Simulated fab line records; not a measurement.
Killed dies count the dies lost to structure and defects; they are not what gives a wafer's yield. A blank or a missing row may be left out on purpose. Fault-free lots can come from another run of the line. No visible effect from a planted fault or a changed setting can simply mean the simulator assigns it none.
fab line records -- flow nandHarc
[record] lots = 6, wafers = 18, lastDay = 23
route steps=1159 shown A_STAIRCASE@698 END@1159
lots that met no fault: taken from a fault-free run of the same line
startH: hours from the record's first day to the start of the lot's first wafer shown -- waitH: how many hours have passed since the lot's step before this one -- " as in the row above -- L1.1+2: several wafers, shown together as one row -- - no value, or no start given -- * or withheld: withheld -- < > ~ a bound
route shown NAME@n: NAME is a module with steps in the file, n the number in the route of the first one -- usual: mean/standard deviation of fault-free wafers -- same: alike in all rows -- chamber/n: place in a boat -- sites: the reading at each site -- _std_site: the standard deviation of these -- _edge_site: mean of outer sites minus mean of inner sites -- radiusMm: for every site, how far away it sits from the centre of the wafer -- mask NAME#n: copy n -- behind: tool/chamber where the wafer was last shaped -- hold: the reason the lot was held/the length of the hold in hours/how it ended -- device: names the non-switching transistor (n, p or np) -- end of line: the same wafers' tests at the end of the route -- a step without rows: its recipe alone -- killed: count of dies lost to structure and defects at first sort (not the wafer's yield) -- map: shows each die of a wafer: x if killed, . if not, _ if none is there
set.NAME: the run value of the setting; set.NAME@STEP: its run value at that earlier step -- model.NAME: the simulator's own value behind a step, which no gauge read
lots seen at some steps along the route; tables by step, rows by wafer
services: when a tool's chamber went out of use (startH, in hours from the record's first day, below 0 if earlier), for how many hours, and the reason
[[steps]]
[step NHARC_A_STAIRCASE_ALD_415]
[recipe] targetThkA = 300, pulseTimeS = 6, aldCycles = 300, tempC = 300, material = SiO2
[step NHARC_A_STAIRCASE_ETCHBACK_416]
[recipe] targetDepthA = 360, timeS = 7.2, c4f8FlowSccm = withheld, o2FlowSccm = 8, arFlowSccm = withheld, rfW = 600, biasW = 800, chemistry = C4F8/O2/Ar
[step NHARC_A_STAIRCASE_STRIP_476]
[recipe] timeS = 20, o2FlowSccm = 500, arFlowSccm = 0, biasW = 0, chemistry = O2
[step NHARC_A_STAIRCASE_DEP_417]
[recipe] targetThkA = 600, stepCoveragePct = 20, tempC = 400, targetThkNm = 60, flowSccm = 200, rfW = 450, material = Si3N4
[usual] heaterPowerW = 822/110
lot.wafer,tool,chamber,startH,waitH,heaterPowerW
L784.2,pecvd-01,0,261.41,-,979
L784.5,pecvd-01,0,261.41,-,1011
L784.6,pecvd-01,2,261.41,-,921
L785.3,pecvd-01,1,275.24,-,811
L785.1,pecvd-01,2,275.24,-,912
L785.6,pecvd-01,0,275.24,-,885
L787.2,pecvd-04,1,287.86,-,852
L787.1,pecvd-04,2,287.86,-,617
L787.5,pecvd-04,0,287.86,-,586
L794.1,pecvd-03,0,341.19,-,772
L794.2,pecvd-03,1,341.19,-,763
L794.4,pecvd-03,1,341.19,-,763
L800.1,pecvd-01,1,358.37,-,801
L800.3,pecvd-01,2,358.37,-,850
L800.5,pecvd-01,2,358.37,-,844
L799.1,pecvd-01,0,361.14,-,1006
L799.3,pecvd-01,2,361.14,-,891
L799.5,pecvd-01,2,361.14,-,893
[step NHARC_A_STAIRCASE_WET_418]
[recipe] tempC = 160, targetDepthA = 200, chemistry = H3PO4
[step NHARC_A_STAIRCASE_PRECLEAN_419]
[recipe] timeS = *, tempC = 50, bathAgeMin = 0, chemistry = SC1
[step NHARC_A_STAIRCASE_SRD_421]
[step NHARC_A_STAIRCASE_ALD_420]
[recipe] targetThkA = 200, pulseTimeS = 6, aldCycles = 200, tempC = 300, material = SiO2
[step NHARC_A_STAIRCASE_CVD_552]
[recipe] targetThkA = 400, tempC = 700, pressureMtorr = 300, material = SiNx
[step NHARC_A_STAIRCASE_DEP_151]
[recipe] targetThkA = 38000, tempC = 400, targetThkNm = 3800, teosFlowSccm = 200, rfW = 500, material = SiO2
[step NHARC_A_STAIRCASE_ANNEAL_320]
[recipe] tempC = 750, timeS = 1800
[step NHARC_A_STAIRCASE_DEP_322]
[recipe] targetThkA = 38000, tempC = 400, targetThkNm = 3800, teosFlowSccm = 200, rfW = 500, material = SiO2
[usual] heaterPowerW = 684/110, mfcPrecursorSccm = 199.9/0.61
lot.wafer,tool,chamber,startH,waitH,heaterPowerW,mfcPrecursorSccm
L784.2,pecvd-01,0,281.74,0.1,868,200.1
L784.6,pecvd-01,0,281.74,0.1,833,200.1
L784.5,pecvd-01,1,281.74,0.1,661,199.9
L785.3,pecvd-04,2,295.01,0.1,563,200.7
L785.1,pecvd-04,0,295.01,0.1,615,199.7
L785.6,pecvd-04,1,295.01,0.1,659,200.4
L787.1,pecvd-01,0,312.86,0.1,882,200.5
L787.2,pecvd-01,2,312.86,0.1,914,199.0
L787.5,pecvd-01,2,312.86,0.1,737,199.3
L794.2,pecvd-04,0,363.08,0.1,657,200.0
L794.1,pecvd-04,1,363.08,0.1,804,199.7
L794.4,pecvd-04,1,363.08,0.1,663,199.4
L800.1,pecvd-01,0,383.71,0.2,970,199.7
L800.3,pecvd-01,1,383.71,0.2,794,199.4
L800.5,pecvd-01,0,383.71,0.2,804,200.0
L799.3,pecvd-01,0,384.27,0.7,835,199.7
L799.1,pecvd-01,1,384.27,0.7,840,199.6
L799.5,pecvd-01,2,384.27,0.7,763,200.5
[step NHARC_A_STAIRCASE_ANNEAL_323]
[recipe] tempC = 750, timeS = 1800
[step NHARC_A_STAIRCASE_DEP_325]
[recipe] targetThkA = 38000, tempC = 400, targetThkNm = 3800, teosFlowSccm = 200, rfW = 500, material = SiO2
[usual] heaterPowerW = 681/110, mfcPrecursorSccm = 199.9/0.56
lot.wafer,tool,chamber,startH,waitH,heaterPowerW,mfcPrecursorSccm
L784.2,pecvd-04,1,288.84,0.2,814,200.1
L784.6,pecvd-04,0,288.84,0.2,551,199.8
L784.5,pecvd-04,2,288.84,0.2,511,200.4
L785.1,pecvd-01,2,302.20,0.2,817,200.7
L785.3,pecvd-01,0,302.20,0.2,850,199.4
L785.6,pecvd-01,2,302.20,0.2,739,199.2
L787.2,pecvd-04,0,319.99,0.1,564,200.0
L787.1,pecvd-04,2,319.99,0.1,577,200.5
L787.5,pecvd-04,0,319.99,0.1,539,200.5
L794.2,pecvd-04,0,370.29,0.2,587,199.9
L794.1,pecvd-04,1,370.29,0.2,679,199.3
L794.4,pecvd-04,0,370.29,0.2,548,198.9
L799.1,pecvd-03,1,391.60,0.3,752,199.2
L799.3,pecvd-03,2,391.60,0.3,603,199.5
L799.5,pecvd-03,1,391.60,0.3,668,199.4
L800.3,pecvd-03,1,392.18,0.8,735,199.8
L800.1,pecvd-03,0,392.18,0.8,750,199.1
L800.5,pecvd-03,1,392.18,0.8,664,200.1
[step NHARC_A_STAIRCASE_ANNEAL_326]
[recipe] tempC = 750, timeS = 1800
[step NHARC_A_STAIRCASE_DEHYDRATE_433]
[recipe] tempC = 150, timeS = 120
[step NHARC_A_STAIRCASE_HMDS_434]
[recipe] timeS = 30
[step NHARC_A_STAIRCASE_COAT_435]
[recipe] spinRpm = 1200
[step NHARC_A_STAIRCASE_SOFTBAKE_436]
[recipe] tempC = 135, timeS = 170
[step NHARC_A_STAIRCASE_EBR_437]
[step NHARC_A_STAIRCASE_EXPOSE_438]
[recipe] na = 0.5, doseMj = 28.97, maskId = STAIR_REV
[step NHARC_A_STAIRCASE_PEB_439]
[recipe] pebTempC = 115, pebTimeS = 130
[step NHARC_A_STAIRCASE_DEVELOP_440]
[recipe] timeS = 140
[step NHARC_A_STAIRCASE_HARDBAKE_442]
[recipe] tempC = 120, timeS = 140
[step NHARC_A_STAIRCASE_DESCUM_443]
[recipe] timeS = 3, o2FlowSccm = 200, arFlowSccm = 0, biasPowerW = 0, chemistry = O2
[step NHARC_A_STAIRCASE_ETCH_444]
[recipe] targetDepthA = 1.02e+05, timeS = 3400, c4f8FlowSccm = 20, o2FlowSccm = 10, arFlowSccm = withheld, rfW = 600, biasW = 1000, chemistry = C4F8/O2
[step NHARC_A_STAIRCASE_STRIP_446]
[recipe] powerW = 1500, tempC = 250, chemistry = O2
[usual] drypumpMotorCurrentA = 5.5/0.33, heaterPowerW = 339/12, tempC = 249.97/0.2
lot.wafer,tool,chamber,startH,waitH,drypumpMotorCurrentA,heaterPowerW,rfHoursCounterH,tempC
L784.2,plasmaAsher-01,1,300.29,0.0,5.3,316,4,249.90
L784.6,plasmaAsher-01,1,300.29,0.0,5.3,320,-,250.11
L784.5,plasmaAsher-01,0,300.29,0.0,5.7,337,-,250.11
L785.1,plasmaAsher-02,0,313.43,0.1,6.0,340,30,249.99
L785.3,plasmaAsher-02,0,313.43,0.1,5.9,347,-,249.81
L785.6,plasmaAsher-02,0,313.43,0.1,5.9,343,-,250.45
L787.1,plasmaAsher-01,0,331.36,0.0,5.7,353,17,250.12
L787.2,plasmaAsher-01,1,331.36,0.0,5.3,318,17,249.86
L787.5,plasmaAsher-01,1,331.36,0.0,5.3,321,-,250.00
L794.1,plasmaAsher-01,1,380.31,0.1,5.3,328,37,250.23
L794.2,plasmaAsher-01,0,380.31,0.1,5.7,351,37,250.02
L794.4,plasmaAsher-01,0,380.31,0.1,5.7,349,-,249.94
L799.1,plasmaAsher-01,1,402.51,0.1,5.3,323,46,250.22
L799.3,plasmaAsher-01,1,402.51,0.1,5.3,320,-,249.93
L799.5,plasmaAsher-01,0,402.51,0.1,5.7,352,-,250.07
L800.1,plasmaAsher-02,0,404.23,0.0,6.0,343,13,250.05
L800.3,plasmaAsher-02,1,404.23,0.0,5.2,359,-,250.01
L800.5,plasmaAsher-02,1,404.23,0.0,5.1,348,-,250.24
[step NHARC_A_STAIRCASE_STRIP_447]
[recipe] timeS = 900, tempC = 130, chemistry = SPM
[step NHARC_A_STAIRCASE_PRECLEAN_448]
[recipe] timeS = *, tempC = 50, bathAgeMin = 0, chemistry = SC1
[step NHARC_A_STAIRCASE_SRD_449]
[step NHARC_A_STAIRCASE_CMP_450]
[recipe] targetThkNm = 200, material = SiO2
[step NHARC_A_STAIRCASE_CMP_152]
[usual] motorCurrentA = 12.2/1.2, retainingRingPressureFrac = 1.000/0.0048
lot.wafer,tool,chamber,startH,waitH,motorCurrentA,retainingRingPressureFrac
L784.2,cmp-03,0,301.19,0.1,12.0,0.993
L784.6,cmp-03,3,301.19,0.1,13.5,0.995
L784.5,cmp-03,0,301.19,0.1,13.3,1.006
L785.3,cmp-01,1,314.26,0.1,13.7,0.989
L785.1,cmp-01,3,314.26,0.1,12.9,1.007
L785.6,cmp-01,2,314.26,0.1,9.6,0.999
L787.2,cmp-03,0,332.25,0.1,12.7,0.996
L787.1,cmp-03,2,332.25,0.1,12.9,0.993
L787.5,cmp-03,3,332.25,0.1,13.3,0.995
L794.2,cmp-01,0,381.18,0.1,10.7,1.005
L794.4,cmp-01,2,381.18,0.1,9.6,0.992
L794.1,cmp-01,3,381.18,0.1,13.1,0.992
L799.1,cmp-01,3,403.35,0.1,12.5,1.002
L799.3,cmp-01,1,403.35,0.1,13.2,1.006
L799.5,cmp-01,3,403.35,0.1,12.5,1.007
L800.1,cmp-01,3,405.11,0.1,12.8,0.995
L800.3,cmp-01,0,405.11,0.1,11.5,1.001
L800.5,cmp-01,0,405.11,0.1,11.0,1.003
[step NHARC_A_STAIRCASE_SRD_154]
[step NHARC_A_STAIRCASE_ETCH_403]
[recipe] targetDepthA = 1082, chemistry = dHF, material = SiO2
[step NHARC_A_STAIRCASE_ETCHBACK_422]
[recipe] targetDepthA = 400, overEtchFrac = 0.3, timeS = 74.286, ionEnergyEv = 120, ch3fFlowSccm = 50, o2FlowSccm = 30, arFlowSccm = 200, rfW = 500, biasW = 100, chemistry = CH3F/O2
[usual] drypumpMotorCurrentA = 5.7/0.45, oesProductAu = 0.96/0.038, rfVppV = 243.9/2, showerheadPlenumPTorr = 2.44/0.13, throttleValvePct = 20.663/0.0087
lot.wafer,tool,chamber,startH,waitH,drypumpMotorCurrentA,oesProductAu,rfHoursCounterH,rfVppV,showerheadPlenumPTorr,throttleValvePct
L784.2,rieDiel-02,0,301.65,0.1,6.2,0.95,55,242.4,2.29,20.663
L784.6,rieDiel-02,3,301.65,0.1,5.2,0.98,-,242.3,2.32,20.652
L784.5,rieDiel-02,0,301.65,0.1,6.2,0.96,-,243.3,2.29,20.667
L785.1,rieDiel-01,1,314.74,0.2,5.3,0.94,59,246.6,2.64,20.650
L785.3,rieDiel-01,3,314.74,0.2,5.0,0.92,58,241.2,2.32,20.659
L785.6,rieDiel-01,0,314.74,0.2,5.8,0.91,-,244.5,2.52,20.673
L787.2,rieDiel-04,1,332.89,0.3,6.0,1.01,16,243.8,2.48,20.640
L787.1,rieDiel-04,0,332.89,0.3,5.0,1.00,14,246.7,2.58,20.660
L787.5,rieDiel-04,2,332.89,0.3,5.4,1.01,-,241.9,2.41,20.662
L794.2,rieDiel-02,2,381.66,0.2,5.8,0.92,17,247.1,2.65,20.650
L794.4,rieDiel-02,3,381.66,0.2,5.2,0.94,12,241.1,2.31,20.657
L794.1,rieDiel-02,0,381.66,0.2,6.2,0.92,19,241.5,2.28,20.652
L799.1,rieDiel-02,2,403.79,0.1,5.8,0.93,25,246.0,2.65,20.665
L799.3,rieDiel-02,3,403.79,0.1,5.2,0.95,20,241.8,2.30,20.659
L799.5,rieDiel-02,3,403.79,0.1,5.2,0.94,-,242.5,2.30,20.663
L800.3,rieDiel-04,2,405.58,0.1,5.4,0.93,45,243.2,2.40,20.673
L800.1,rieDiel-04,3,405.58,0.1,5.6,0.91,41,246.3,2.47,20.653
L800.5,rieDiel-04,2,405.58,0.1,5.4,0.93,-,242.1,2.40,20.663
[step NHARC_A_STAIRCASE_ETCH_423]
[recipe] targetDepthA = 300, chemistry = dHF, material = SiO2
[step NHARC_END_SORT_01]
[recipe] tempC = 25
[usual] killedAtArray = 31/11, killedAtOther = 0.5/0.78, killedAtPeriphery = 3.0/2, killedDies = 34/12, killedOpen = 3.2/2, killedShort = 1.9/1.6
[same] grossDies = 677
lot.wafer,tool,chamber,startH,waitH,hold,killedAtArray,killedAtOther,killedAtPeriphery,killedDies,killedOpen,killedShort
L784.2,prober-01,0,446.47,2.8,-,48,1,2,51,8,0
L784.5,prober-01,0,448.87,3.7,-,34,0,4,38,2,3
L784.6,prober-01,0,449.67,4.0,-,39,0,7,46,5,2
L785.1,prober-02,0,461.19,2.5,-,34,0,3,37,2,4
L785.3,prober-02,0,462.75,3.0,-,33,0,0,33,2,1
L785.6,prober-02,0,465.09,3.9,-,29,1,7,37,5,1
L787.1,prober-01,0,461.27,2.5,-,49,1,6,56,4,3
L787.2,prober-01,0,462.05,2.8,-,43,0,2,45,2,1
L787.5,prober-01,0,464.42,3.6,-,50,1,5,56,3,3
L794.1,prober-02,0,510.06,2.5,-,41,0,3,44,4,3
L794.2,prober-02,0,510.87,2.8,-,50,0,3,53,6,6
L794.4,prober-02,0,512.47,3.4,-,54,0,1,55,5,2
L800.1,prober-02,0,540.83,2.5,awaitDispo/3.5h/release,37,0,2,39,1,2
L800.3,prober-02,0,542.41,3.1,awaitDispo/3.5h/release,670,0,1,671,3,3
L800.5,prober-02,0,543.99,3.7,awaitDispo/3.5h/release,36,0,2,38,2,2
L799.3,prober-02,0,558.01,3.1,awaitDispo/4.0h/release,667,1,1,669,2,1
L799.5,prober-02,0,559.62,3.7,awaitDispo/4.0h/release,29,0,0,29,2,3
// killed by level:class
L784.2 A_CHANNEL_HOLE_D1:chamberFilmFlake=14 A_SLIT:chamberFilmFlake=14 A_CONTACT:chamberFilmFlake=5 A_STAIRCASE:chamberFilmFlake=4 A_CHANNEL_FILL_D1:geometricParticle:open=2 A_CONTACT:geometricParticle:open=2 P_ZERO_WELL:chamberFilmFlake=2 A_SGD_CUT:chamberFilmFlake=2
L784.5 A_SLIT:chamberFilmFlake=11 A_CHANNEL_HOLE_D1:chamberFilmFlake=10 A_SGD_CUT:chamberFilmFlake=4 P_ZERO_WELL:chamberFilmFlake=2 A_STAIRCASE:chamberFilmFlake=2 A_CONTACT:chamberFilmFlake=2 P_M0:geometricParticle:open=1 A_CHANNEL_FILL_D1:geometricParticle:short=1
L784.6 A_CHANNEL_HOLE_D1:chamberFilmFlake=16 A_SLIT:chamberFilmFlake=14 P_ZERO_WELL:chamberFilmFlake=4 A_CONTACT:geometricParticle:open=2 A_WL_FILL:chamberFilmFlake=2 P_M0:geometricParticle:open=1 A_CHANNEL_FILL_D1:geometricParticle:short=1 A_SGD_CUT:geometricParticle:short=1
L785.1 A_CHANNEL_HOLE_D1:chamberFilmFlake=17 A_SLIT:chamberFilmFlake=7 A_WL_FILL:chamberFilmFlake=3 A_CONTACT:chamberFilmFlake=2 P_GATE:geometricParticle:short=1 P_M1:geometricParticle:short=1 A_CHANNEL_FILL_D1:geometricParticle:short=1 A_WL_FILL:geometricParticle:open=1
L787.1 A_CHANNEL_HOLE_D1:chamberFilmFlake=17 A_SLIT:chamberFilmFlake=17 A_CONTACT:chamberFilmFlake=7 P_GATE:chamberFilmFlake=4 A_STAIRCASE:chamberFilmFlake=3 A_SGD_CUT:geometricParticle:short=2 P_M1:geometricParticle:open=1 A_ONON_D1:geometricParticle:short=1
L787.2 A_SLIT:chamberFilmFlake=18 A_CHANNEL_HOLE_D1:chamberFilmFlake=12 A_CONTACT:chamberFilmFlake=10 A_CONTACT:geometricParticle:open=2 A_ONON_D1:geometricParticle:short=1 P_STI:chamberFilmFlake=1 P_GATE:chamberFilmFlake=1
L785.3 A_SLIT:chamberFilmFlake=10 A_CHANNEL_HOLE_D1:chamberFilmFlake=6 A_WL_FILL:chamberFilmFlake=5 A_CONTACT:chamberFilmFlake=5 A_STAIRCASE:chamberFilmFlake=3 A_ONON_D1:geometricParticle:short=1 A_WL_FILL:geometricParticle:open=1 A_M0:geometricParticle:open=1
L787.5 A_CHANNEL_HOLE_D1:chamberFilmFlake=16 A_SLIT:chamberFilmFlake=14 A_CONTACT:chamberFilmFlake=11 P_GATE:chamberFilmFlake=3 A_STAIRCASE:chamberFilmFlake=3 A_WL_FILL:chamberFilmFlake=2 P_M1:geometricParticle:open=1 P_M2:geometricParticle:open=1
L785.6 A_CHANNEL_HOLE_D1:chamberFilmFlake=11 A_SLIT:chamberFilmFlake=7 A_STAIRCASE:chamberFilmFlake=4 P_BONDPAD:chamberFilmFlake=3 P_CONTACT:geometricParticle:open=2 A_WL_FILL:chamberFilmFlake=2 P_GATE:chamberFilmFlake=2 A_ONON_D1:geometricParticle:open=1
L794.1 A_CHANNEL_HOLE_D1:chamberFilmFlake=14 A_SLIT:chamberFilmFlake=14 A_STAIRCASE:chamberFilmFlake=7 P_GATE:geometricParticle:open=1 P_CONTACT:geometricParticle:open=1 P_M0:geometricParticle:open=1 A_CHANNEL_HOLE_D1:geometricParticle:short=1 A_SGD_CUT:geometricParticle:short=1
L794.2 A_CHANNEL_HOLE_D1:chamberFilmFlake=15 A_SLIT:chamberFilmFlake=14 A_STAIRCASE:chamberFilmFlake=7 A_ONON_D1:geometricParticle:short=4 A_CHANNEL_FILL_D1:geometricParticle:open=2 A_CHANNEL_FILL_D1:chamberFilmFlake=2 P_CONTACT:geometricParticle:open=1 P_M0:geometricParticle:open=1
L794.4 A_SLIT:chamberFilmFlake=19 A_CHANNEL_HOLE_D1:chamberFilmFlake=17 A_STAIRCASE:chamberFilmFlake=9 A_M0:geometricParticle:open=2 A_CONTACT:chamberFilmFlake=2 P_M1:geometricParticle:open=1 A_SOURCE_PLATE:geometricParticle:short=1 A_CHANNEL_FILL_D1:geometricParticle:short=1
L800.1 A_SLIT:chamberFilmFlake=20 A_CONTACT:chamberFilmFlake=8 A_CHANNEL_HOLE_D1:chamberFilmFlake=6 P_M2:geometricParticle:open=1 A_SOURCE_PLATE:geometricParticle:short=1 P_ZERO_WELL:chamberFilmFlake=1 A_BLC:geometricParticle:short=1 A_STAIRCASE:chamberFilmFlake=1
L800.3 A_STAIRCASE:areaDep=633 A_SLIT:chamberFilmFlake=17 A_CHANNEL_HOLE_D1:chamberFilmFlake=6 A_CONTACT:chamberFilmFlake=6 A_CHANNEL_FILL_D1:chamberFilmFlake=2 A_SOURCE_PLATE:geometricParticle:open=1 A_SOURCE_PLATE:geometricParticle:short=1 A_ONON_D1:geometricParticle:short=1
L800.5 A_SLIT:chamberFilmFlake=17 A_CONTACT:chamberFilmFlake=10 A_CHANNEL_HOLE_D1:chamberFilmFlake=4 A_STAIRCASE:chamberFilmFlake=2 P_CONTACT:geometricParticle:open=1 A_ONON_D1:geometricParticle:open=1 A_ONON_D1:geometricParticle:short=1 A_WL_FILL:geometricParticle:short=1
L799.3 A_STAIRCASE:areaDep=641 A_CHANNEL_HOLE_D1:chamberFilmFlake=23 A_WL_FILL:geometricParticle:short=1 A_CONTACT:geometricParticle:open=1 STARTING-WAFER:geometricParticle:open=1 P_M1:chamberFilmFlake=1 A_CONTACT:chamberFilmFlake=1
L799.5 A_CHANNEL_HOLE_D1:chamberFilmFlake=19 A_CONTACT:chamberFilmFlake=5 A_ONON_D1:geometricParticle:short=1 A_CHANNEL_FILL_D1:geometricParticle:short=1 A_CONTACT:geometricParticle:open=1 A_BLC:geometricParticle:short=1 A_M0:geometricParticle:open=1
// map L799.3 (x killed, . not)
____________x____________
_________xxxxxxx_________
_______xxxxxxxxxxx_______
______xxxxxxxxxxxxx______
_____xxxxxxxxxxxxxxx_____
____xxxxxxxxxxxxxxxxx____
____xxxxxxxxxxxxxxx.x____
___xxxxxxxxxxxxxxxxx.x___
___xxxxxxxxxxxxxxxxxx.___
__xxxxxxxxxxxxxxxxxxxxx__
__xxxxxxxxxxxxxxxxxxxxx__
_xxxxxxxxxxxxxxxxxxxxxxx_
_xxxxxxxxxxxxxxxxxxxxxxx_
_xxxxxxxxxxxxxxxxxxxxxxx_
_xxxxxxxxxxxxxxxxxxxxxxx_
_xxxxxxxxxxxxxxxxxxxxxx._
xxxxxxxxxxxxxxxx.xxxxxxxx
xxxxxxxxxxxxxxxxxxxxxxxxx
xxxxxxxxxxxxxxxxxxx.xxxxx
xxxxxxxxxxxxxxxxxxxxxxxxx
xxxxxxxxxxxxxxxxxxxxxxxxx
_xxxxxxxxxx.xxxxxxxxxxxx_
_xxxxxxxxxxxxxxxxxxxxxxx_
_xxxxxxxxxxxxxxxxxxxxxxx_
_xxxxxxxxxxxxxxxxxxxxxxx_
_xxxxxxxxxxxxxxxxxxxxxxx_
__xxxxxxxxxxxxxxxxxxxx.__
__xxxxxxxxxxxxxxxxxxxxx__
___xxxxxxxxxxxxxxxxxxx___
___xxxxxxxxxxxxxxxxxxx___
____xxxxxxxxxxxxxxxxx____
____xxxxxxxxxxxxxxxxx____
_____xxxxxxxxxxxxxxx_____
______xxxxxxxxxxxxx______
_______xxxxxxxxxxx_______
_________xxxxxxx_________
____________x____________
// map L800.3 (x killed, . not)
____________x____________
_________xxxxxxx_________
_______xxxxxxxxxxx_______
______xxxxxxxxxxxxx______
_____xxxxxxxxxxxxxxx_____
____xxxxxxxxxxxxxxxxx____
____xxxxxxxxxxxxxxxxx____
___xxxxxxxxxxxxxxxxxxx___
___xxxxxxxxxxxxxxxxxxx___
__xxxxxxxxxxxxxxxxxxxxx__
__xxxxxxxxxxxxxxxxxxxxx__
_x.xxxxxxxxxxxxxxxxxxxxx_
_xxxxxxxxxxxxxxxxxxxxxxx_
_xxxxxxxxxxxxxxxxxxxxxxx_
_xxxxxxxxxxxxxxxxxxxxxxx_
_xxxxxxxxxxxxxxxxxxxxxxx_
xxxxxxxxxxxxxxxxxxxxxxxxx
xxxxxxxxxxxxxxxxxxxxxxxxx
xxxxxxxxxxxxx.xxxxxxxxxxx
xxxxxxxxxxxxxxxxxxxxxxxxx
xxxxxxxxxxxxxxxxxxxxxxxxx
_x.xxxxxxxxxxxxxxxxxxxxx_
_xxxxxxxxxxxxxxxxxxxxxxx_
_xxxxxxxxxxxxxxxxxxxxxxx_
_xxxxxxxxxxxxxxxxxx.xxxx_
_xxxxxxxxxxxxxxxxxxxxxxx_
__xxxxxxxxxxxx.xxxxxxxx__
__xxxxxxxxxxxxxxxxxxxxx__
___xxxxxxxxxxxxxxxxxxx___
___.xxxxxxxxxxxxxxxxxx___
____xxxxxxxxxxxxxxxxx____
____xxxxxxxxxxxxxxxxx____
_____xxxxxxxxxxxxxxx_____
______xxxxxxxxxxxxx______
_______xxxxxxxxxxx_______
_________xxxxxxx_________
____________x____________
[[services]]
tool,chamber,startH,hours,kind
pecvd-03,0,253.10,7.8,repair
pecvd-01,-,254.33,0.4,repair
pecvd-04,-,256.21,0.8,repair
plasmaAsher-01,-,276.00,9.0,pm
cmp-01,-,277.51,4.0,pm
cmp-01,-,284.93,3.4,repair
rieDiel-04,-,288.97,9.0,pm
pecvd-03,-,292.61,13.0,pm
cmp-03,-,296.32,3.3,repair
cmp-03,-,307.59,4.0,pm
rieDiel-02,0,310.33,8.5,repair
cmp-03,-,313.84,3.7,repair
rieDiel-02,-,327.70,9.0,pm
cmp-03,-,343.86,3.5,repair
cmp-03,-,351.42,2.3,repair
plasmaAsher-01,-,352.61,1.2,repair
rieDiel-02,3,355.46,16.0,repair
pecvd-04,2,358.48,14.3,repair
plasmaAsher-02,-,360.22,9.0,pm
cmp-03,-,374.10,4.0,repair
cmp-01,-,375.52,4.0,pm
pecvd-04,-,376.33,13.0,pm
cmp-03,-,382.34,0.8,repair
pecvd-01,-,393.52,1.6,repair
[[key]]
[firstSign] step = NHARC_END_SORT_01, reading = killedAtArray, direction = up, sigmas = 57, usual = 31, struck = 668
[effect] step = NHARC_END_SORT_01, reading = killedDies, direction = up, sigmas = 55, usual = 34, struck = 670
[moreKillsBornAt] NHARC_A_STAIRCASE_DEP_322@pecvd-01 = 1274
metAt NHARC_A_STAIRCASE_DEP_322
struckWafers L799.3,L800.3
laterRowsLeftOut L799.3,L800.3
testerLeftOut L799,L800
onsetBetween 312.86 383.71
[fault] kind = processParameterDrift, tool = pecvd-01, chamber = -, onsetH = 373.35, steps = NHARC_A_STAIRCASE_DEP_322, channel = targetThkA, offset = *, shape = step, endH = 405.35, scope = struckWafersOnly, actsIn = *, stated = *
// testerLeftOut: of these lots the tester's yield and bins aren't shown, on N5 and GAA mostly nor the transistor test; their killed dies are dies lost to structure and defects alone, not to doping, threshold or leakage, so they don't give the yield
// laterRowsLeftOut: the simulator's readings of these wafers behind a module that went badly wrong aren't trusted and aren't shown, but for the sort
